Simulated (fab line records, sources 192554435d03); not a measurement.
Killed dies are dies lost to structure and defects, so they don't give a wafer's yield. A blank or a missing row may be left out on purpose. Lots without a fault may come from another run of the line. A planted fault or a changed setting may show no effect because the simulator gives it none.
fab line records | flow n5_finfet
record lots=6 wafers=18 last_day=17
route steps=1938 shown BEOL_M0_SAQP@644 BEOL_M4@1111
lots that met no fault: from a run of the same line without faults
start_h: hours from the record's first day to the start of the lot's first wafer shown | wait_h: hours since the lot's step before | " the same as in the row above | L1.1+2: a row that stands for several wafers | - no value, or no start given | * or withheld: withheld | < > ~ a bound
route shown NAME@n: a module of which the file shows steps, and the number in the route of the first | usual: mean/standard deviation of fault-free wafers | same: alike in all rows | chamber/n: place in a boat | sites: the reading at each site | _std_site: their standard deviation | _edge_site: outer sites' mean less inner sites' | radius_mm: how far each site lies from the wafer's centre | mask NAME#n: copy n | behind: the tool/chamber that last shaped the wafer | hold: why the lot was held/for how many hours/how that ended | device: the transistor (n, p or np) that didn't switch | end of line: the same wafers' tests at the end of the route | a step without rows: its recipe alone | killed: dies lost to structure and defects at the first sort, not the wafer's yield | map: a wafer's dies, x killed, . not, _ none there
set.NAME: the setting as run; set.NAME@STEP: as run at that earlier step | model.NAME: the simulator's own value behind a step, which no gauge read
lots at some steps of the route; a table a step, a row a wafer
services: from which hour (start_h, from the record's first day; less than 0 if before it) a tool's chamber was out of use, for how many hours, and why
## steps
# step N5_BEOL_M0_SAQP_EBR_10
# recipe solvent=PGMEA ebr_width_mm=1.5
# step N5_BEOL_M0_SAQP_SOFTBAKE_09
# recipe temp_c=110 time_s=60 resist=CAR-ArF
# step N5_BEOL_M0_SAQP_EXPOSE_11
# recipe mask_id=M0_CORE na=1.35 source_shape=dipole sigma_inner=0.538 sigma_outer=0.738 polarization=te target_cd_nm=42 dose_mj=55
# step N5_BEOL_M0_SAQP_PEB_12
# recipe peb_temp_c=withheld peb_time_s=60 resist=CAR-ArF
# step N5_BEOL_M0_SAQP_DEVELOP_13
# recipe develop_time_s=30 developer=TMAH resist=CAR-ArF dev_temp_c=23 rinse_liquid=diw dry=air_spin
# step N5_BEOL_M0_SAQP_CD_MEAS_14
# recipe target_cd_nm=42.5 landing_energy_ev=500 detector=se_inlens
# usual cd_nm=42.4/0.36
# columns lot.wafer tool chamber start_h wait_h cd_nm
L484.1 cd_sem-03 0 139.32 - 42.6
L484.2 " 0 " " 42.3
L484.5 " 0 " " 42.2
L496.1 cd_sem-02 0 212.89 - 42.6
L496.3 " 0 " " 42.7
L496.6 " 0 " " 42.5
L497.1 cd_sem-03 0 216.98 - 42.2
L497.3 " 0 " " 42.2
L497.6 " 0 " " 42.7
L499.1 cd_sem-03 0 232.21 - 42.6
L499.2 " 0 " " 42.4
L499.4 " 0 " " 42.9
L501.2 cd_sem-01 0 242.11 - 42.0
L501.3 " 0 " " 42.6
L501.6 " 0 " " 41.5
L502.1 cd_sem-02 0 246.50 - 43.0
L502.2 " 0 " " 42.5
L502.6 " 0 " " 42.8
# step N5_BEOL_M0_SAQP_OVL_MEAS_15
# recipe points_per_wafer=44
# usual M0_CORE_OVL=0.2/0.89
# columns lot.wafer tool chamber start_h wait_h M0_CORE_OVL[nm]
L484.1 overlay-02 0 139.35 0.0 1.2
L484.2 " 0 " " 1.0
L484.5 " 0 " " 0.8
L496.1 overlay-01 0 212.92 0.0 -1.1
L496.3 " 0 " " -1.1
L496.6 " 0 " " 0.3
L497.1 overlay-01 0 217.01 0.0 0.4
L497.3 " 0 " " -0.7
L497.6 " 0 " " 0.8
L499.1 overlay-01 0 232.24 0.0 -0.2
L499.2 " 0 " " -0.4
L499.4 " 0 " " -0.4
L501.2 overlay-02 0 242.14 0.0 1.4
L501.3 " 0 " " 0.2
L501.6 " 0 " " 0.1
L502.1 overlay-01 0 246.53 0.0 -1.6
L502.2 " 0 " " -0.6
L502.6 " 0 " " -0.3
# step N5_BEOL_M0_SAQP_INSPECT_16
# recipe mode=adi inspect_instrument=brightfield
# usual raw_defect_count=467/120
# columns lot.wafer tool chamber start_h wait_h raw_defect_count
L484.1 defect_inspect-02 - 139.37 0.0 653
L484.2 " - " " 398
L484.5 " - " " 609
L496.1 defect_inspect-01 - 212.94 0.0 569
L496.3 " - " " 446
L496.6 " - " " 287
L497.1 defect_inspect-01 - 217.03 0.0 506
L497.3 " - " " 489
L497.6 " - " " 822
L499.1 defect_inspect-02 - 232.27 0.0 813
L499.2 " - " " 678
L499.4 " - " " 665
L501.2 defect_inspect-01 - 242.16 0.0 428
L501.3 " - " " 332
L501.6 " - " " 497
L502.1 defect_inspect-02 - 246.56 0.0 316
L502.2 " - " " 454
L502.6 " - " " 467
# step N5_BEOL_M0_SAQP_DESCUM_19
# recipe chemistry=O2 time_s=7.9 source_power_w=50 bias_power_w=20 pressure_mtorr=20 rf_frequency_hz=2.712e+07 temp_c=40 resist=CAR-ArF o2_flow_sccm=225
# step N5_BEOL_M0_SAQP_ETCH_83
# recipe chemistry=CF4 target=SiARC target_depth_a=390 mask_material=CAR-ArF time_s=65 ion_energy_ev=80 pressure_mtorr=40 source_w=545 bias_w=36 Ar_flow_sccm=100 cf4_flow_sccm=100 ends=cleared
# usual chamber_pressure_mTorr=40.00/0.052 drypump_motor_current_A=5.7/0.41 etch_rf_on_time_s=65.1/1.2 oes_product_au=0.66/0.072 rf_vpp_V=184.0/1.3 showerhead_plenum_p_Torr=2.15/0.073 throttle_valve_pct=15.59/0.23
# columns lot.wafer tool chamber start_h wait_h chamber_pressure_mTorr drypump_motor_current_A etch_rf_on_time_s oes_product_au rf_hours_counter_h rf_vpp_V showerhead_plenum_p_Torr throttle_valve_pct
L484.1 rie_diel-04 3 139.63 0.0 39.94 5.4 66.1 0.76 46 182.0 2.09 15.33
L484.2 " 2 " " 40.05 5.6 63.3 0.66 127 184.4 2.15 15.28
L484.5 " 1 " " 40.03 6.5 65.1 0.62 - 184.3 2.13 15.48
L496.1 rie_diel-01 3 213.01 0.0 40.05 5.5 66.3 0.59 217 184.1 2.21 15.72
L496.3 " 0 " " 39.99 5.3 66.0 0.82 9 184.1 2.20 15.26
L496.6 " 3 " " 39.96 5.5 66.3 0.59 - 184.4 2.21 15.71
L497.1 rie_diel-01 2 217.30 0.0 40.02 5.5 66.5 0.59 232 184.7 2.21 15.82
L497.3 " 0 " " 40.04 5.2 65.0 0.82 10 184.6 2.20 15.24
L497.6 " 0 " " 39.99 5.3 65.0 0.82 - 183.9 2.20 15.26
L499.1 rie_diel-01 3 232.34 0.0 40.02 5.5 65.9 0.59 223 184.5 2.21 15.73
L499.2 " 0 " " 39.99 5.3 65.4 0.80 15 183.8 2.19 15.27
L499.4 " 1 " " 39.97 5.6 66.1 0.60 200 183.4 2.12 15.79
L501.2 rie_diel-01 0 242.37 0.0 40.02 5.3 65.4 0.80 19 185.7 2.19 15.28
L501.3 " 3 " " 40.01 5.5 66.2 0.58 227 184.7 2.21 15.74
L501.6 " 2 " " 40.08 5.5 66.9 0.58 - 183.1 2.21 15.82
L502.1 rie_diel-05 3 246.63 0.0 39.97 5.6 65.0 0.62 204 182.6 2.06 15.69
L502.2 " 2 " " 40.01 5.5 62.9 0.74 55 185.2 2.18 15.26
L502.6 " 1 " " 39.95 5.7 64.6 0.66 - 181.1 1.99 15.80
# step N5_BEOL_M0_SAQP_ETCH_84
# recipe chemistry=N2/H2 target=SOC target_depth_a=1000 overetch_a=200 mask_material=SiARC temp_c=40 time_s=150 ion_energy_ev=200 pressure_mtorr=30 source_w=840 bias_w=150 n2_flow_sccm=200 h2_flow_sccm=200
# usual chamber_pressure_mTorr=30.001/0.027 drypump_motor_current_A=5.7/0.41 oes_product_au=0.69/0.071 rf_vpp_V=524.0/2.6 showerhead_plenum_p_Torr=2.55/0.09 throttle_valve_pct=17.81/0.23
# columns lot.wafer tool chamber start_h wait_h chamber_pressure_mTorr drypump_motor_current_A oes_product_au rf_hours_counter_h rf_vpp_V showerhead_plenum_p_Torr throttle_valve_pct
L484.1 rie_diel-04 3 139.68 0.0 29.973 5.4 0.80 46 522.0 2.50 17.76
L484.2 " 2 " " 29.992 5.6 0.68 127 523.4 2.57 17.52
L484.5 " 1 " " 29.995 6.5 0.66 - 523.3 2.51 17.49
L496.1 rie_diel-01 3 213.06 0.0 30.023 5.5 0.62 217 526.6 2.62 17.87
L496.3 " 0 " " 30.032 5.3 0.86 9 525.4 2.60 17.49
L496.6 " 3 " " 30.012 5.5 0.63 - 526.3 2.62 17.87
L497.1 rie_diel-01 2 217.35 0.0 30.049 5.5 0.62 232 526.5 2.63 18.11
L497.3 " 0 " " 29.988 5.3 0.85 11 524.9 2.60 17.51
L497.6 " 0 " " 30.008 5.3 0.86 - 524.3 2.60 17.50
L499.1 rie_diel-01 3 232.39 0.0 30.017 5.5 0.62 223 526.9 2.61 17.87
L499.2 " 0 " " 29.997 5.3 0.85 15 525.0 2.60 17.50
L499.4 " 1 " " 30.019 5.6 0.63 200 523.0 2.53 18.12
L501.2 rie_diel-01 0 242.42 0.0 29.969 5.3 0.84 19 525.6 2.60 17.50
L501.3 " 3 " " 29.964 5.5 0.62 227 525.9 2.61 17.89
L501.6 " 2 " " 29.969 5.5 0.62 - 526.3 2.63 18.13
L502.1 rie_diel-05 3 246.68 0.0 30.056 5.6 0.66 204 520.7 2.43 17.80
L502.2 " 2 " " 30.024 5.5 0.76 55 527.0 2.60 17.52
L502.6 " 1 " " 30.032 5.7 0.69 - 517.4 2.34 17.92
# step N5_BEOL_M0_SAQP_STRIP_80
# recipe chemistry=N2/H2 temp_c=40 n2_flow_sccm=200 h2_flow_sccm=200 rf_frequency_hz=6e+07
# step N5_BEOL_M0_SAQP_HM_OPEN_112
# recipe chemistry=CHF3/O2 target=SiO2 stop_on=a-Si target_depth_a=120 over_etch_frac=1.25 mask_material=SOC time_s=13.5 pressure_mtorr=30 source_w=650 bias_w=170 Ar_flow_sccm=200 CHF3_flow_sccm=50 O2_flow_sccm=5 ion_energy_ev=200 ends=end_point
# usual CHF3_flow_sccm=50.03/0.14 O2_flow_sccm=5.001/0.015 chamber_pressure_mTorr=30.001/0.027 drypump_motor_current_A=5.7/0.41 oes_product_au=0.50/0.053 rf_vpp_V=524/12 showerhead_plenum_p_Torr=2.41/0.082 throttle_valve_pct=18.78/0.23
# columns lot.wafer tool chamber start_h wait_h CHF3_flow_sccm O2_flow_sccm chamber_pressure_mTorr drypump_motor_current_A oes_product_au rf_hours_counter_h rf_vpp_V showerhead_plenum_p_Torr throttle_valve_pct model.SiARC_of_BEOL_M0_SAQP_COAT_82.thk_nm
L484.1 rie_diel-04 3 139.79 0.0 49.94 4.995 29.986 5.4 0.58 46 513 2.36 18.61 5.4
L484.2 " 2 " " 50.00 4.986 30.000 5.6 0.49 127 527 2.42 18.44 4.4
L484.5 " 1 " " 49.82 5.009 29.986 6.5 0.48 - 516 2.39 18.66 5.4
L496.1 rie_diel-01 3 213.17 0.0 - - - - - - - - - 24.2
L496.3 " 0 " " - - - - - - - - - 24.6
L496.6 " 3 " " - - - - - - - - - 24.2
L497.1 rie_diel-01 2 217.46 0.0 - - - - - - - - - 24.6
L497.3 " 0 " " - - - - - - - - - 24.4
L497.6 " 0 " " - - - - - - - - - 24.4
L499.1 rie_diel-01 3 232.49 0.0 49.97 4.999 30.032 5.4 0.45 223 546 2.48 18.92 5
L499.2 " 0 " " 50.12 4.983 29.987 5.3 0.62 15 528 2.46 18.42 5
L499.4 " 1 " " 49.79 4.992 30.013 5.6 0.46 200 521 2.38 18.96 5.8
L501.2 rie_diel-01 0 242.53 0.0 49.75 5.000 29.988 5.3 0.60 19 527 2.46 18.45 5
L501.3 " 3 " " 50.12 5.000 30.000 5.5 0.45 227 546 2.48 18.92 5
L501.6 " 2 " " 50.04 4.986 29.953 5.5 0.45 - 527 2.49 19.04 5.8
L502.1 rie_diel-05 3 246.78 0.0 50.15 5.019 29.994 5.6 0.47 204 516 2.31 18.80 5.4
L502.2 " 2 " " 49.88 4.982 29.983 5.6 0.55 55 520 2.45 18.46 4.6
L502.6 " 1 " " 50.10 5.026 29.954 5.7 0.51 - 500 2.24 19.08 5.4
# step N5_BEOL_M0_SAQP_STRIP_113
# recipe chemistry=CHF3/O2 resist=SiARC rf_frequency_hz=6e+07
# step N5_BEOL_M0_SAQP_MANDREL_ETCH_20
# recipe target_depth_a=600 chemistry=HBr/Cl2 target=a-Si stop_on=SiNx bt_time_s=10 mask_material=SOC over_etch_frac=0.5 time_s=30 pressure_mtorr=10 icp_w=800 bias_w=75 HBr_flow_sccm=150 Cl2_flow_sccm=80 ends=end_point
# usual chamber_pressure_mTorr=9.999/0.0096 drypump_motor_current_A=5.8/0.56 oes_product_au=0.777/0.014 throttle_valve_pct=35.4/0.42
# columns lot.wafer tool chamber start_h wait_h chamber_pressure_mTorr drypump_motor_current_A oes_product_au rf_hours_counter_h throttle_valve_pct
L484.1 rie_si-02 1 139.87 0.0 10.009 4.7 0.761 142 35.6
L484.2 " 3 " " 10.001 5.4 0.772 19 36.2
L484.5 " 2 " " 10.011 5.3 0.778 - 35.9
L496.1 rie_si-02 0 213.25 0.0 9.976 5.9 0.333 180 35.8
L496.3 " 1 " " 9.999 4.7 0.324 143 36.5
L496.6 " 2 " " 10.011 5.3 0.317 - 36.8
L497.1 rie_si-06 3 217.54 0.0 9.990 6.6 0.335 84 36.2
L497.3 " 2 " " 9.990 6.0 0.327 63 36.0
L497.6 " 2 " " 9.990 6.0 0.331 - 36.0
L499.1 rie_si-06 0 232.58 0.0 9.985 5.6 0.773 179 35.1
L499.2 " 3 " " 10.001 6.6 0.794 84 35.3
L499.4 " 1 " " 9.987 5.1 0.776 73 35.0
L501.2 rie_si-06 3 242.61 0.0 10.023 6.6 0.776 84 35.3
L501.3 " 2 " " 9.991 6.0 0.769 64 35.1
L501.6 " 3 " " 10.009 6.6 0.776 - 35.3
L502.1 rie_si-06 0 246.87 0.0 10.010 5.6 0.781 179 35.1
L502.2 " 1 " " 9.999 5.1 0.770 73 35.0
L502.6 " 0 " " 9.991 5.6 0.776 - 35.1
# step N5_BEOL_M0_SAQP_STRIP_86
# recipe chemistry=N2/H2 power_w=500 temp_c=40 pressure_mtorr=50 rf_frequency_hz=6e+07 overash_fraction=0.3 bias_power_w=28 h2_frac=0.5 n2_flow_sccm=300 h2_flow_sccm=300
# usual chamber_pressure_mTorr=49.99/0.086 drypump_motor_current_A=5.7/0.39 oes_product_au=0.77/0.088 rf_vpp_V=121.7/1.5 showerhead_plenum_p_Torr=3.36/0.11 throttle_valve_pct=19.0/0.36
# columns lot.wafer tool chamber start_h wait_h chamber_pressure_mTorr drypump_motor_current_A oes_product_au rf_hours_counter_h rf_vpp_V showerhead_plenum_p_Torr throttle_valve_pct
L484.1 rie_diel-05 0 140.01 0.1 49.97 6.0 0.69 195 123.0 3.19 18.9
L484.2 " 3 " " 49.96 5.5 0.75 171 121.4 3.23 18.8
L484.5 " 3 " " 50.03 5.5 0.75 - 119.4 3.23 18.8
L496.1 rie_diel-05 3 213.55 0.3 49.98 5.6 0.73 194 120.1 3.22 18.9
L496.3 " 0 " " 49.89 6.0 0.68 218 122.2 3.18 18.9
L496.6 " 2 " " 50.12 5.6 0.86 - 122.1 3.44 18.6
L497.1 rie_diel-05 3 217.64 0.1 50.14 5.6 0.72 196 121.4 3.22 18.9
L497.3 " 2 " " 49.97 5.6 0.85 46 124.3 3.44 18.6
L497.6 " 3 " " 50.01 5.6 0.72 - 119.9 3.22 18.9
L499.1 rie_diel-01 3 232.68 0.1 50.03 5.5 0.69 223 123.6 3.45 18.9
L499.2 " 0 " " 49.90 5.3 0.97 15 123.9 3.43 18.8
L499.4 " 2 " " 50.06 5.5 0.69 236 121.3 3.47 19.6
L501.2 rie_diel-01 0 242.78 0.1 50.00 5.3 0.96 19 123.4 3.43 18.8
L501.3 " 2 " " 49.91 5.5 0.69 240 120.4 3.46 19.6
L501.6 " 1 " " 50.02 5.6 0.70 - 120.7 3.34 19.5
L502.1 rie_diel-01 3 246.97 0.1 49.91 5.5 0.69 229 122.8 3.45 18.9
L502.2 " 2 " " 50.00 5.5 0.68 242 123.3 3.46 19.6
L502.6 " 0 " " 49.87 5.3 0.95 - 122.7 3.43 18.8
# step N5_BEOL_M0_SAQP_STRIP_115
# recipe chemistry=post_etch_residue_remover time_s=60 temp_c=25 remover_ph=withheld remover_water_wt_pct=withheld remover_fluoride_wt_pct=withheld
# step N5_BEOL_M0_SAQP_SRD_93
# recipe dry=ipa_marangoni time_s=30 temp_c=23 rinse_liquid=diw
# step N5_BEOL_M0_SAQP_RECESS_114
# recipe chemistry=HF/NH3 target=SiO2 target_depth_a=144 afs_cycles=3 temp_c=30 sublimation_temp_c=180 sublimation_time_s=60
# usual drypump_motor_current_A=5.7/0.45
# columns lot.wafer tool chamber start_h wait_h drypump_motor_current_A
L484.1 vapor_etch-02 1 140.14 0.0 5.4
L484.2 " 0 " " 5.6
L484.5 " 0 " " 5.6
L496.1 vapor_etch-02 1 213.69 0.0 5.4
L496.3 " 1 " " 5.4
L496.6 " 0 " " 5.6
L497.1 vapor_etch-02 1 217.78 0.0 5.4
L497.3 " 0 " " 5.6
L497.6 " 0 " " 5.6
L499.1 vapor_etch-01 0 232.81 0.0 5.2
L499.2 " 1 " " 6.4
L499.4 " 1 " " 6.4
L501.2 vapor_etch-02 1 242.91 0.0 5.4
L501.3 " 1 " " 5.4
L501.6 " 1 " " 5.4
L502.1 vapor_etch-01 1 247.10 0.0 6.4
L502.2 " 0 " " 5.2
L502.6 " 0 " " 5.2
# step N5_BEOL_M0_SAQP_SPACER1_ALD_98
# recipe material=SiO2 target_thk_a=128 temp_c=300 ald_precursor_family=BDEAS ald_co_reactant=O2-plasma pulse_time_s=1 purge_time_s=2 co_reactant_purge_time_s=2 ald_cycles=138 pressure_torr=2
# step N5_BEOL_M0_SAQP_SPACER1_ETCHBACK_99
# recipe chemistry=CHF3/O2 mode=anisotropic_etchback target=SiO2 target_depth_a=154 time_s=7.7 pressure_mtorr=30 source_w=650 bias_w=170 Ar_flow_sccm=200 CHF3_flow_sccm=50 O2_flow_sccm=5 ion_energy_ev=200
# usual chamber_pressure_mTorr=30.00/0.031 drypump_motor_current_A=5.8/0.39 oes_product_au=0.76/0.073 rf_vpp_V=523/13 showerhead_plenum_p_Torr=2.38/0.086 throttle_valve_pct=18.86/0.23
# columns lot.wafer tool chamber start_h wait_h chamber_pressure_mTorr drypump_motor_current_A oes_product_au rf_hours_counter_h rf_vpp_V showerhead_plenum_p_Torr throttle_valve_pct
L484.1 rie_diel-05 1 141.34 0.3 29.99 5.8 0.79 97 500 2.25 19.10
L484.2 " 0 " " 30.00 6.0 0.70 195 543 2.29 19.07
L484.5 " 0 " " 29.99 6.0 0.70 - 544 2.30 19.09
L496.1 rie_diel-04 1 214.55 0.3 29.97 6.5 0.71 187 518 2.39 18.76
L496.3 " 2 " " 30.06 5.6 0.75 148 524 2.41 18.53
L496.6 " 3 " " 29.97 5.4 0.85 - 513 2.35 18.70
L497.1 rie_diel-01 3 218.64 0.3 29.97 5.5 0.70 219 545 2.48 18.97
L497.3 " 1 " " 30.01 5.6 0.71 196 520 2.38 19.00
L497.6 " 1 " " 29.96 5.6 0.70 - 520 2.38 19.01
L499.1 rie_diel-04 2 233.74 0.3 30.00 5.6 0.74 155 525 2.41 18.54
L499.2 " 1 " " 30.01 6.6 0.71 193 518 2.38 18.76
L499.4 " 3 " " 29.98 5.4 0.86 75 514 2.35 18.70
L501.2 rie_diel-01 1 243.77 0.3 29.99 5.6 0.70 204 521 2.38 19.02
L501.3 " 2 " " 30.00 5.5 0.68 241 526 2.49 19.10
L501.6 " 2 " " 29.99 5.5 0.69 - 526 2.49 19.12
L502.1 rie_diel-04 0 248.54 0.5 30.02 6.5 0.79 123 528 2.53 19.15
L502.2 " 2 " " 29.98 5.6 0.74 160 526 2.41 18.57
L502.6 " 1 " " 30.00 6.6 0.70 - 519 2.38 18.79
# step N5_BEOL_M0_SAQP_MANDREL1_REMOVE_100
# recipe chemistry=HBr/Cl2/O2 bt_time_s=10 target=a-Si stop_on=SiNx endpoint=OES-SiCl over_etch_frac=0.85 icp_w=600 bias_w=30 HBr_flow_sccm=150 Cl2_flow_sccm=80 O2_flow_sccm=5 pressure_mtorr=10
# usual chamber_pressure_mTorr=9.999/0.01 drypump_motor_current_A=5.7/0.58 oes_product_au=1.003/0.024 throttle_valve_pct=36.7/0.45
# columns lot.wafer tool chamber start_h wait_h chamber_pressure_mTorr drypump_motor_current_A oes_product_au rf_hours_counter_h throttle_valve_pct
L484.1 rie_si-06 1 141.43 0.1 9.998 5.1 0.990 71 36.3
L484.2 " 0 " " 9.994 5.6 1.023 177 36.4
L484.5 " 0 " " 9.999 5.6 1.030 - 36.3
L496.1 rie_si-04 2 214.63 0.1 9.998 6.4 0.378 65 36.6
L496.3 " 0 " " 10.002 5.6 0.368 91 36.2
L496.6 " 2 " " 10.017 6.4 0.382 - 36.6
L497.1 rie_si-02 3 218.72 0.1 9.998 5.4 0.384 21 37.4
L497.3 " 0 " " 9.997 5.9 0.386 180 36.1
L497.6 " 1 " " 9.993 4.7 0.370 - 36.8
L499.1 rie_si-06 2 233.83 0.1 10.012 6.0 0.989 63 36.4
L499.2 " 0 " " 9.995 5.6 1.017 179 36.3
L499.4 " 3 " " 10.001 6.6 1.021 84 36.6
L501.2 rie_si-04 0 243.86 0.1 9.992 5.6 0.997 91 36.2
L501.3 " 1 " " 9.982 5.9 0.997 53 36.9
L501.6 " 1 " " 10.002 5.9 1.001 - 37.0
L502.1 rie_si-06 0 248.63 0.1 10.008 5.6 1.034 179 36.3
L502.2 " 1 " " 9.997 5.1 0.983 73 36.3
L502.6 " 2 " " 10.006 6.0 1.015 - 36.4
# step N5_BEOL_M0_SAQP_CD_MEAS_25
# recipe target_cd_nm=13.1 landing_energy_ev=1000 detector=se_inlens
# usual cd_nm=12.76/0.22
# columns lot.wafer tool chamber start_h wait_h cd_nm
L484.1 cd_sem-02 0 141.54 0.1 12.80
L484.2 " 0 " " 12.26
L484.5 " 0 " " 12.47
L496.1 cd_sem-02 0 214.74 0.1 -
L496.3 " 0 " " -
L496.6 " 0 " " -
L497.1 cd_sem-02 0 218.83 0.1 -
L497.3 " 0 " " -
L497.6 " 0 " " -
L499.1 cd_sem-01 0 233.94 0.1 12.42
L499.2 " 0 " " 12.91
L499.4 " 0 " " 12.72
L501.2 cd_sem-01 0 243.97 0.1 12.32
L501.3 " 0 " " 12.66
L501.6 " 0 " " 12.79
L502.1 cd_sem-02 0 248.74 0.1 12.85
L502.2 " 0 " " 12.85
L502.6 " 0 " " 12.76
# step N5_BEOL_M0_SAQP_ETCH_101
# recipe chemistry=CH3F/O2 target=SiNx mask_material=SiO2 target_depth_a=299 time_s=42.7 pressure_mtorr=30 source_w=395 bias_w=73 Ar_flow_sccm=150 CH3F_flow_sccm=30 O2_flow_sccm=20 ion_energy_ev=120
# step N5_BEOL_M4_RC_MEAS_101
# usual DIBL_N=36.8/2.1 DIBL_P=37.1/2.2 IOFF_N=0.18/0.037 IOFF_P=0.23/0.041 ION_N=682/13 ION_P=467/8.6 SS_N=71.7/0.61 SS_P=73.5/0.6 VT_N=248/3.4 VT_P=-249/3.5
# columns lot.wafer tool chamber start_h wait_h DIBL_N[mV/V] DIBL_P[mV/V] IOFF_N[nA/um] IOFF_P[nA/um] ION_N[uA/um] ION_P[uA/um] SS_N[mV/dec] SS_P[mV/dec] VT_N[mV] VT_P[mV]
L484.1 prober-01 0 200.25 0.0 37.6 36.8 0.16 0.23 673 464 71.8 73.4 248 -250
L484.2 " 0 " " 38.9 37.3 0.19 0.22 677 462 72.7 73.9 248 -247
L484.5 " 0 " " 43.3 43.1 0.31 0.36 709 480 73.1 74.8 242 -241
L499.1 prober-02 0 294.46 0.0 36.7 35.3 0.16 0.19 672 453 72.0 73.0 253 -251
L499.2 " 0 " " 34.5 34.7 0.14 0.19 665 464 70.5 73.2 250 -255
L499.4 " 0 " " 35.5 35.2 0.16 0.19 685 463 71.5 73.2 247 -251
L501.2 prober-01 0 296.57 0.2 34.0 35.4 0.14 0.17 673 462 70.9 73.7 250 -253
L501.3 " 0 " " 36.0 38.7 0.17 0.22 686 467 71.6 73.3 251 -252
L501.6 " 0 " " 33.6 34.5 0.13 0.16 679 466 71.2 72.7 251 -254
L502.1 prober-01 0 306.53 0.0 37.8 37.7 0.18 0.24 668 465 72.1 73.9 248 -248
L502.2 " 0 " " 37.3 36.7 0.17 0.22 686 470 71.5 73.5 248 -250
L502.6 " 0 " " 36.2 34.8 0.14 0.19 666 461 71.0 73.1 252 -251
## services
# columns tool chamber start_h hours kind
rie_si-06 2 121.47 3.3 repair
rie_si-04 1 146.28 10.1 repair
rie_diel-04 1 160.42 8.4 repair
rie_diel-04 - 161.90 4.3 pm
rie_diel-01 0 169.35 - clean
rie_diel-01 0 169.35 - consumable_replace:focus_ring
rie_diel-01 0 169.35 15.3 scheduled_down
rie_diel-01 0 169.35 15.3 vent_cycle
rie_si-06 0 180.74 6.8 repair
rie_diel-04 2 186.18 3.8 repair
rie_si-04 0 189.61 1.5 repair
rie_diel-05 1 199.14 22.3 repair
rie_diel-04 - 219.11 0.4 repair
rie_si-04 3 230.26 - clean
rie_si-04 3 230.26 17.8 scheduled_down
rie_si-04 3 230.26 17.8 vent_cycle
## key
first_sign step=N5_BEOL_M0_SAQP_HM_OPEN_112 reading=tool_record direction=missing
effect step=N5_BEOL_M0_SAQP_MANDREL_ETCH_20 reading=oes_product_au direction=down sigmas=31 usual=0.777 struck=0.328
effect step=N5_BEOL_M0_SAQP_MANDREL1_REMOVE_100 reading=oes_product_au direction=down sigmas=26 usual=1.003 struck=0.378
effect step=N5_BEOL_M0_SAQP_CD_MEAS_25 reading=cd_nm direction=missing
model_effect step=N5_BEOL_M0_SAQP_HM_OPEN_112 value=SiARC_of_BEOL_M0_SAQP_COAT_82.thk_nm without=5 struck=24.4
met_at N5_BEOL_M0_SAQP_HM_OPEN_112
struck_wafers L496.1,L496.3,L496.6,L497.1,L497.3,L497.6
later_rows_left_out L496.1,L496.3,L496.6,L497.1,L497.3,L497.6
sort_left_out L496.1,L496.3,L496.6,L497.1,L497.3,L497.6
fault kind=skipped_step_whole tool=rie_diel-01 chamber=- onset_h=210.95 steps=N5_BEOL_M0_SAQP_HM_OPEN_112 scope=struck_lots_only
# sort_left_out: the simulated sort isn't trusted on such a fault, so these wafers' sort isn't shown, and their yield isn't known
# later_rows_left_out: the simulator's readings of these wafers behind a module that went badly wrong aren't trusted and aren't shown, but for the sort
